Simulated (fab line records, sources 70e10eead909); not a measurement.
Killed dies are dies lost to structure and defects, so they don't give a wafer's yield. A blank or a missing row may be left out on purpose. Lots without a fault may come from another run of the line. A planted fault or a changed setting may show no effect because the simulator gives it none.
Which tool did it? | flow nand_harc | 23 lots, 69 wafers sampled, at 6 steps of a route of 1159

WHAT THE GAUGES READ, wafer by wafer
NHARC_A_M1_THK_MEAS_24: measures by xrf. Usual: thk_nm 154.3 nm, standard deviation 1.5.
lot  | measured     | on            | thk_nm (nm)       | flag
L075 | day 18 03:53 | film_metro-01 | 153.2 154.4 154.3 |
L074 | day 18 04:24 | film_metro-02 | 154.9 154.8 153.5 |
L076 | day 18 13:04 | film_metro-02 | 155.3 155.8 153.4 |
L077 | day 18 13:23 | film_metro-02 | 155.8 153.8 152.2 |
L078 | day 18 21:52 | film_metro-02 | 154.5 153.7 152.2 |
L079 | day 19 07:53 | film_metro-02 | 153.9 152.2 152.6 |
L080 | day 19 14:34 | film_metro-02 | 156.3 154.5 155.9 |
L081 | day 19 20:20 | film_metro-01 | 153.2 152.7 155.2 |
L084 | day 20 04:46 | film_metro-02 | 156.1 154.6 157.6 |
L085 | day 20 12:43 | film_metro-02 | 150.7 154.1 155.4 |
L083 | day 21 00:01 | film_metro-01 | 155.3 154.4 154.3 |
L082 | day 21 00:38 | film_metro-01 | 151.7 151.9 153.4 |
L087 | day 21 04:28 | film_metro-01 | 154.5 153.0 155.2 |
L086 | day 21 05:19 | film_metro-02 | 156.3 155.1 155.4 |
L088 | day 22 03:36 | film_metro-01 | 154.4 154.2 156.2 |
L089 | day 22 03:55 | film_metro-02 | 156.0 157.0 155.3 |
L091 | day 22 16:54 | film_metro-01 | 154.0 156.4 155.9 |
L092 | day 22 20:26 | film_metro-01 | 155.2 156.6 155.2 |
L093 | day 23 03:00 | film_metro-01 | 154.3 153.6 155.1 |
L095 | day 23 06:53 | film_metro-02 | 155.8 153.9 154.1 |
L094 | day 23 13:28 | film_metro-01 | 153.2 155.2 155.0 |
L096 | day 23 17:23 | film_metro-01 | 152.3 152.9 153.7 |
L097 | day 23 18:02 | film_metro-02 | 152.5 155.1 153.5 |

NHARC_A_M1_INSPECT_27. Usual: raw_defect_count 464, standard deviation 140.
lot  | measured     | on                | raw_defect_count | flag
L075 | day 18 04:02 | defect_inspect-02 | 385 565 497      |
L074 | day 18 04:34 | defect_inspect-01 | 570 497 320      |
L076 | day 18 13:13 | defect_inspect-01 | 342 289 403      |
L077 | day 18 13:32 | defect_inspect-01 | 329 323 510      |
L078 | day 18 22:01 | defect_inspect-01 | 310 386 405      |
L079 | day 19 08:02 | defect_inspect-01 | 367 434 661      |
L080 | day 19 14:43 | defect_inspect-01 | 424 385 424      |
L081 | day 19 20:29 | defect_inspect-01 | 373 442 291      |
L084 | day 20 04:57 | defect_inspect-01 | 469 430 617      |
L085 | day 20 12:53 | defect_inspect-01 | 344 467 653      |
L083 | day 21 00:11 | defect_inspect-01 | 347 269 215      |
L082 | day 21 00:47 | defect_inspect-01 | 408 480 572      |
L087 | day 21 04:37 | defect_inspect-01 | 304 400 412      |
L086 | day 21 05:28 | defect_inspect-01 | 343 452 374      |
L088 | day 22 03:46 | defect_inspect-01 | 563 732 616      |
L089 | day 22 04:05 | defect_inspect-01 | 551 592 534      |
L091 | day 22 17:03 | defect_inspect-02 | 379 440 580      |
L092 | day 22 20:35 | defect_inspect-02 | 428 420 335      |
L093 | day 23 03:09 | defect_inspect-02 | 381 392 478      |
L095 | day 23 07:04 | defect_inspect-02 | 584 432 626      |
L094 | day 23 13:37 | defect_inspect-02 | 714 654 685      |
L096 | day 23 17:32 | defect_inspect-02 | 630 380 590      |
L097 | day 23 18:11 | defect_inspect-02 | 320 373 400      |

WHICH TOOL RAN EACH LOT (tool, then ch and the chambers of the sampled wafers, then the start)
lot  | NHARC_A_CONTACT_ETCH_110           | NHARC_A_CONTACT_STRIP_26                      | NHARC_A_M0_ETCH_15                            | NHARC_A_M1_ETCH_35
L075 | rie_diel-09 ch 1,2, day 17 05:49   | rie_diel-09 ch 1,2, day 18 01:14 or earlier   | rie_diel-02 ch 1,2, day 18 01:14 or earlier   | rie_diel-06 ch 0,1,2, day 18 01:14
L074 | rie_diel-01 ch 0,1,3, day 17 05:52 | rie_diel-01 ch 0,1,3, day 18 02:04 or earlier | rie_diel-10 ch 1,2, day 18 02:04 or earlier   | rie_diel-13 ch 0,2,3, day 18 02:04
L076 | rie_diel-03 ch 1, day 17 19:28     | rie_diel-03 ch 1,2, day 17 19:37              | rie_diel-07 ch 0,1, day 18 10:36 or earlier   | rie_diel-12 ch 2,3, day 18 10:36
L077 | rie_diel-01 ch 0,1,3, day 17 20:35 | rie_diel-01 ch 0,3, day 18 11:01 or earlier   | rie_diel-02 ch 2,3, day 18 11:01 or earlier   | rie_diel-12 ch 2,3, day 18 11:01
L078 | rie_diel-01 ch 1,2,3, day 18 07:54 | rie_diel-01 ch 1,2, day 18 19:14 or earlier   | rie_diel-07 ch 0,3, day 18 19:14 or earlier   | rie_diel-12 ch 0,1, day 18 19:14
L079 | rie_diel-09 ch 0,1,3, day 18 12:40 | rie_diel-09 ch 0,2, day 19 05:25 or earlier   | rie_diel-07 ch 0,1,2, day 19 05:25 or earlier | rie_diel-12 ch 1,2,3, day 19 05:25
L080 | rie_diel-09 ch 1,2, day 18 21:44   | rie_diel-09 ch 1,2, day 19 12:14 or earlier   | rie_diel-02 ch 0,2,3, day 19 12:14 or earlier | rie_diel-06 ch 0,1,3, day 19 12:14
L081 | rie_diel-01 ch 0,1,3, day 19 02:23 | rie_diel-01 ch 0,2,3, day 19 17:12 or earlier | rie_diel-02 ch 0,2,3, day 19 17:12 or earlier | rie_diel-12 ch 0,2,3, day 19 17:12
L084 | rie_diel-01 ch 2,3, day 19 15:02   | rie_diel-01 ch 1,2,3, day 20 02:13 or earlier | rie_diel-10 ch 1,2, day 20 02:13 or earlier   | rie_diel-06 ch 2,3, day 20 02:13
L085 | rie_diel-03 ch 0,1,3, day 19 21:28 | rie_diel-03 ch 0,1, day 20 10:22 or earlier   | rie_diel-10 ch 0,1,3, day 20 10:22 or earlier | rie_diel-13 ch 2,3, day 20 10:22
L083 | rie_diel-03 ch 2,3, day 19 22:20   | rie_diel-03 ch 1,2, day 20 21:34 or earlier   | rie_diel-02 ch 0,1,3, day 20 21:34 or earlier | rie_diel-06 ch 0,1, day 20 21:34
L082 | rie_diel-01 ch 0,2,3, day 19 22:46 | rie_diel-01 ch 2,3, day 20 22:11 or earlier   | rie_diel-07 ch 0,2,3, day 20 22:11 or earlier | rie_diel-13 ch 1,2,3, day 20 22:11
L087 | rie_diel-03 ch 1,2,3, day 20 11:38 | rie_diel-03 ch 1,2,3, day 21 02:09 or earlier | rie_diel-07 ch 1,2,3, day 21 02:09 or earlier | rie_diel-12 ch 1,2,3, day 21 02:09
L086 | rie_diel-09 ch 1,2,3, day 20 12:44 | rie_diel-09 ch 0,1, day 21 02:58 or earlier   | rie_diel-07 ch 0,3, day 21 02:58 or earlier   | rie_diel-12 ch 1,2, day 21 02:58
L088 | rie_diel-01 ch 1,2, day 21 00:59   | rie_diel-01 ch 0,2, day 22 01:14 or earlier   | rie_diel-07 ch 0,1, day 22 01:14 or earlier   | rie_diel-12 ch 1,2,3, day 22 01:14
L089 | rie_diel-03 ch 0,1, day 21 02:20   | rie_diel-03 ch 0,1,2, day 22 01:25 or earlier | rie_diel-02 ch 1,2,3, day 22 01:25 or earlier | rie_diel-13 ch 1,3, day 22 01:25
L091 | rie_diel-03 ch 0,1, day 21 15:23   | rie_diel-03 ch 2,3, day 22 14:27 or earlier   | rie_diel-07 ch 1,3, day 22 14:27 or earlier   | rie_diel-13 ch 0,1, day 22 14:27
L092 | rie_diel-01 ch 0,1,3, day 22 00:01 | rie_diel-01 ch 1,2,3, day 22 18:06 or earlier | rie_diel-10 ch 0,2,3, day 22 18:06 or earlier | rie_diel-06 ch 1,2,3, day 22 18:06
L093 | rie_diel-01 ch 0,1, day 22 12:31   | rie_diel-01 ch 1,2,3, day 23 00:40 or earlier | rie_diel-10 ch 0,1,3, day 23 00:40 or earlier | rie_diel-06 ch 1,2,3, day 23 00:40
L095 | rie_diel-03 ch 1,3, day 22 15:47   | rie_diel-03 ch 0,1,3, day 23 03:55 or earlier | rie_diel-02 ch 0,3, day 23 03:55 or earlier   | rie_diel-13 ch 0,1,2, day 23 03:55
L094 | rie_diel-03 ch 0,2, day 22 19:22   | rie_diel-03 ch 0,1, day 23 10:59 or earlier   | rie_diel-07 ch 0,3, day 23 10:59 or earlier   | rie_diel-12 ch 1,2, day 23 10:59
L096 | rie_diel-01 ch 0,1,3, day 22 23:37 | rie_diel-01 ch 0,1,3, day 23 15:01 or earlier | rie_diel-02 ch 1,2, day 23 15:01 or earlier   | rie_diel-12 ch 1,2,3, day 23 15:01
L097 | rie_diel-01 ch 1,3, day 23 04:11   | rie_diel-01 ch 0,3, day 23 15:41 or earlier   | rie_diel-02 ch 0,3, day 23 15:41 or earlier   | rie_diel-12 ch 1,3, day 23 15:41
- NHARC_A_CONTACT_ETCH_110: etches the open film in CF4/O2, target depth 50 nm, overetch 5 nm, time 27.5 s.
- NHARC_A_CONTACT_STRIP_26: strips in O2.
- NHARC_A_M0_ETCH_15: etches the open film in C4F8/Ar, target depth 150 nm, overetch 15 nm, time 82.5 s.
- NHARC_A_M1_ETCH_35: etches the open film in N2/H2, target depth 40 nm, overetch 12 nm, time 43.94 s.

WHAT THE TOOLS THEMSELVES READ (means of the sampled wafers that have a number; where no wafer has one, the mark that the record gives instead)
NHARC_A_CONTACT_ETCH_110. Usual: bias_w 99.97 W, standard deviation 0.28; drypump_motor_current_A 5.6 A, standard deviation 0.46; oes_product_au 0.998 a.u., standard deviation 0.0098; rf_vpp_V 197.8 V, standard deviation 1.5; showerhead_plenum_p_Torr 1.34 Torr, standard deviation 0.064; throttle_valve_pct 13.398 %, standard deviation 0.01.
lot  | tool        | bias_w (W) | drypump_motor_current_A (A) | oes_product_au (a.u.) | rf_vpp_V (V) | showerhead_plenum_p_Torr (Torr) | throttle_valve_pct (%) | flag
L075 | rie_diel-09 | 99.89      | 5.2                         | 1.012                 | 196.5        | 1.28                            | 13.397                 |
L074 | rie_diel-01 | 99.99      | 6.0                         | 0.998                 | 198.2        | 1.34                            | 13.394                 |
L076 | rie_diel-03 | 100.09     | 4.7                         | 1.011                 | 199.1        | 1.39                            | 13.395                 |
L077 | rie_diel-01 | 100.13     | 6.0                         | 0.999                 | 197.7        | 1.34                            | 13.394                 |
L078 | rie_diel-01 | 99.84      | 6.0                         | 0.997                 | 196.9        | 1.29                            | 13.396                 |
L079 | rie_diel-09 | 100.06     | 5.6                         | 1.007                 | 197.8        | 1.33                            | 13.393                 |
L080 | rie_diel-09 | 100.09     | 5.4                         | 1.004                 | 198.1        | 1.32                            | 13.400                 |
L081 | rie_diel-01 | 99.89      | 6.0                         | 0.985                 | 197.7        | 1.34                            | 13.402                 |
L084 | rie_diel-01 | 100.06     | 5.8                         | 1.000                 | 197.5        | 1.30                            | 13.393                 |
L085 | rie_diel-03 | 99.81      | 5.3                         | 1.001                 | 198.2        | 1.32                            | 13.401                 |
L083 | rie_diel-03 | 100.02     | 5.3                         | 0.991                 | 197.1        | 1.30                            | 13.406                 |
L082 | rie_diel-01 | 99.95      | 5.8                         | 0.994                 | 197.9        | 1.35                            | 13.405                 |
L087 | rie_diel-03 | 100.02     | 5.1                         | 1.000                 | 197.5        | 1.34                            | 13.393                 |
L086 | rie_diel-09 | 99.98      | 5.4                         | 1.010                 | 197.5        | 1.33                            | 13.386                 |
L088 | rie_diel-01 | 100.01     | 5.7                         | 0.994                 | 197.5        | 1.29                            | 13.405                 |
L089 | rie_diel-03 | 99.91      | 5.0                         | 1.002                 | 198.5        | 1.37                            | 13.397                 |
L091 | rie_diel-03 | 100.01     | 5.1                         | 1.001                 | 198.3        | 1.37                            | 13.390                 |
L092 | rie_diel-01 | 99.73      | 6.0                         | 0.986                 | 197.7        | 1.34                            | 13.395                 |
L093 | rie_diel-01 | 100.05     | 5.9                         | 0.982                 | 197.6        | 1.32                            | 13.398                 |
L095 | rie_diel-03 | 99.85      | 4.9                         | 1.005                 | 197.2        | 1.33                            | 13.398                 |
L094 | rie_diel-03 | 100.20     | 5.5                         | 0.998                 | 198.7        | 1.37                            | 13.392                 |
L096 | rie_diel-01 | 99.82      | 6.0                         | 0.988                 | 198.5        | 1.34                            | 13.396                 |
L097 | rie_diel-01 | 99.98      | 6.1                         | 0.984                 | 197.2        | 1.29                            | 13.400                 |

NHARC_A_CONTACT_STRIP_26. Usual: drypump_motor_current_A 5.6 A, standard deviation 0.47; oes_product_au 0.998 a.u., standard deviation 0.0084; rf_vpp_V 57.8 V, standard deviation 0.89; showerhead_plenum_p_Torr 3.53 Torr, standard deviation 0.16; throttle_valve_pct 17.036 %, standard deviation 0.0086.
lot  | tool        | drypump_motor_current_A (A) | oes_product_au (a.u.) | rf_vpp_V (V) | showerhead_plenum_p_Torr (Torr) | throttle_valve_pct (%) | flag
L075 | rie_diel-09 | 5.2                         | 1.004                 | 57.8         | 3.40                            | 17.032                 |
L074 | rie_diel-01 | 6.0                         | 0.999                 | 58.4         | 3.54                            | 17.036                 |
L076 | rie_diel-03 | 5.0                         | 1.001                 | 58.5         | 3.71                            | 17.034                 |
L077 | rie_diel-01 | 6.0                         | 1.001                 | 58.4         | 3.59                            | 17.031                 |
L078 | rie_diel-01 | 5.9                         | 0.996                 | 58.2         | 3.38                            | 17.034                 |
L079 | rie_diel-09 | 6.1                         | 0.993                 | 58.2         | 3.59                            | 17.044                 |
L080 | rie_diel-09 | 5.4                         | 1.006                 | 57.5         | 3.50                            | 17.031                 |
L081 | rie_diel-01 | 5.8                         | 1.003                 | 58.5         | 3.57                            | 17.038                 |
L084 | rie_diel-01 | 6.0                         | 0.996                 | 57.3         | 3.42                            | 17.030                 |
L085 | rie_diel-03 | 5.5                         | 1.004                 | 57.7         | 3.60                            | 17.042                 |
L083 | rie_diel-03 | 5.0                         | 0.995                 | 58.8         | 3.70                            | 17.031                 |
L082 | rie_diel-01 | 6.0                         | 0.997                 | 57.2         | 3.46                            | 17.033                 |
L087 | rie_diel-03 | 5.1                         | 1.001                 | 57.8         | 3.55                            | 17.037                 |
L086 | rie_diel-09 | 5.5                         | 1.003                 | 57.3         | 3.39                            | 17.040                 |
L088 | rie_diel-01 | 5.6                         | 0.992                 | 57.6         | 3.56                            | 17.032                 |
L089 | rie_diel-03 | 5.2                         | 1.002                 | 58.6         | 3.64                            | 17.033                 |
L091 | rie_diel-03 | 5.2                         | 0.998                 | 57.6         | 3.57                            | 17.033                 |
L092 | rie_diel-01 | 5.9                         | 0.986                 | 57.4         | 3.42                            | 17.037                 |
L093 | rie_diel-01 | 6.0                         | 0.991                 | 56.4         | 3.42                            | 17.026                 |
L095 | rie_diel-03 | 5.3                         | 1.003                 | 57.5         | 3.49                            | 17.034                 |
L094 | rie_diel-03 | 5.1                         | 1.005                 | 58.0         | 3.61                            | 17.036                 |
L096 | rie_diel-01 | 6.0                         | 0.992                 | 57.1         | 3.53                            | 17.036                 |
L097 | rie_diel-01 | 5.9                         | 0.997                 | 57.8         | 3.67                            | 17.041                 |

NHARC_A_M0_ETCH_15. Usual: bias_w 300.1 W, standard deviation 0.85; oes_product_au 0.948 a.u., standard deviation 0.021; rf_vpp_V 442.3 V, standard deviation 2.6.
lot  | tool        | bias_w (W) | oes_product_au (a.u.) | rf_vpp_V (V) | flag
L075 | rie_diel-02 | 299.7      | 0.967                 | 442.2        |
L074 | rie_diel-10 | 300.4      | 0.967                 | 444.9        |
L076 | rie_diel-07 | 299.6      | 0.973                 | 444.0        |
L077 | rie_diel-02 | 300.0      | 0.917                 | 441.3        |
L078 | rie_diel-07 | 300.4      | 0.971                 | 441.5        |
L079 | rie_diel-07 | 300.9      | 0.967                 | 444.4        |
L080 | rie_diel-02 | 299.9      | 0.941                 | 441.6        |
L081 | rie_diel-02 | 299.9      | 0.953                 | 442.7        |
L084 | rie_diel-10 | 298.8      | 0.915                 | 444.8        |
L085 | rie_diel-10 | 299.5      | 0.930                 | 442.2        |
L083 | rie_diel-02 | 299.5      | 0.922                 | 441.7        |
L082 | rie_diel-07 | 299.8      | 0.958                 | 441.6        |
L087 | rie_diel-07 | 300.7      | 0.971                 | 443.1        |
L086 | rie_diel-07 | 299.8      | 0.970                 | 439.4        |
L088 | rie_diel-07 | 300.5      | 0.925                 | 442.5        |
L089 | rie_diel-02 | 300.5      | 0.963                 | 440.8        |
L091 | rie_diel-07 | 300.2      | 0.939                 | 442.4        |
L092 | rie_diel-10 | 299.7      | 0.959                 | 441.4        |
L093 | rie_diel-10 | 300.3      | 0.924                 | 441.5        |
L095 | rie_diel-02 | 299.7      | 0.957                 | 442.3        |
L094 | rie_diel-07 | 300.4      | 0.955                 | 440.7        |
L096 | rie_diel-02 | 300.2      | 0.934                 | 441.7        |
L097 | rie_diel-02 | 300.1      | 0.947                 | 440.9        |

NHARC_A_M1_ETCH_35. Usual: bias_w 150.0 W, standard deviation 0.4; drypump_motor_current_A 5.8 A, standard deviation 0.53; oes_product_au 0.996 a.u., standard deviation 0.0094; rf_vpp_V 431.0 V, standard deviation 2.8; showerhead_plenum_p_Torr 2.05 Torr, standard deviation 0.099; throttle_valve_pct 14.171 %, standard deviation 0.0097.
lot  | tool        | bias_w (W) | drypump_motor_current_A (A) | oes_product_au (a.u.) | rf_vpp_V (V) | showerhead_plenum_p_Torr (Torr) | throttle_valve_pct (%) | flag
L075 | rie_diel-06 | 149.8      | 6.0                         | 1.004                 | 429.7        | 2.00                            | 14.162                 |
L074 | rie_diel-13 | 150.1      | 5.7                         | 0.988                 | 430.0        | 2.02                            | 14.174                 |
L076 | rie_diel-12 | 150.0      | 6.1                         | 0.989                 | 430.6        | 2.04                            | 14.164                 |
L077 | rie_diel-12 | 149.9      | 6.1                         | 0.996                 | 429.9        | 2.04                            | 14.174                 |
L078 | rie_diel-12 | 149.1      | 5.5                         | 1.001                 | 431.3        | 2.06                            | 14.175                 |
L079 | rie_diel-12 | 149.7      | 5.8                         | 0.994                 | 431.7        | 2.10                            | 14.165                 |
L080 | rie_diel-06 | 150.2      | 6.4                         | 1.001                 | 429.1        | 1.97                            | 14.173                 |
L081 | rie_diel-12 | 149.9      | 5.9                         | 0.997                 | 430.3        | 2.06                            | 14.175                 |
L084 | rie_diel-06 | 150.3      | 5.6                         | 0.999                 | 434.6        | 2.15                            | 14.165                 |
L085 | rie_diel-13 | 150.6      | 6.2                         | 0.993                 | 429.9        | 1.99                            | 14.182                 |
L083 | rie_diel-06 | 150.2      | 6.4                         | 0.998                 | 426.6        | 1.91                            | 14.173                 |
L082 | rie_diel-13 | 149.9      | 6.0                         | 0.995                 | 428.8        | 1.99                            | 14.169                 |
L087 | rie_diel-12 | 150.0      | 5.8                         | 1.000                 | 432.6        | 2.09                            | 14.170                 |
L086 | rie_diel-12 | 149.6      | 5.6                         | 0.997                 | 434.0        | 2.16                            | 14.168                 |
L088 | rie_diel-12 | 150.0      | 5.8                         | 0.996                 | 432.3        | 2.09                            | 14.175                 |
L089 | rie_diel-13 | 150.0      | 6.4                         | 0.997                 | 429.7        | 2.02                            | 14.168                 |
L091 | rie_diel-13 | 150.1      | 5.6                         | 0.985                 | 431.4        | 2.07                            | 14.172                 |
L092 | rie_diel-06 | 150.3      | 6.0                         | 0.999                 | 430.9        | 2.06                            | 14.180                 |
L093 | rie_diel-06 | 149.7      | 6.0                         | 0.997                 | 431.2        | 2.06                            | 14.173                 |
L095 | rie_diel-13 | 150.1      | 5.4                         | 0.999                 | 431.2        | 2.03                            | 14.167                 |
L094 | rie_diel-12 | 150.1      | 5.5                         | 0.987                 | 433.1        | 2.15                            | 14.178                 |
L096 | rie_diel-12 | 150.0      | 5.8                         | 0.992                 | 431.2        | 2.09                            | 14.178                 |
L097 | rie_diel-12 | 149.9      | 5.9                         | 0.989                 | 430.3        | 2.02                            | 14.174                 |

THE ANSWER, worked out from the rows above alone
Rule: a lot is off if the mean of its wafers that have a number lies more than 3 standard deviations from the usual mean. A lot without any number at a reading at which 4 lots or more have one is off too. The other lots that the step has rows for count as sound. The gauges are gone through in route order, then the tools' own readings, and for those a lot's mean is taken as printed above. The first step at which some lot is off is used, and at that step the reading that is off furthest; a lot without a number counts as furthest.
No lot is off at any reading shown: from this, nothing can be told.

WHAT THE SIMULATOR HAD PUT IN
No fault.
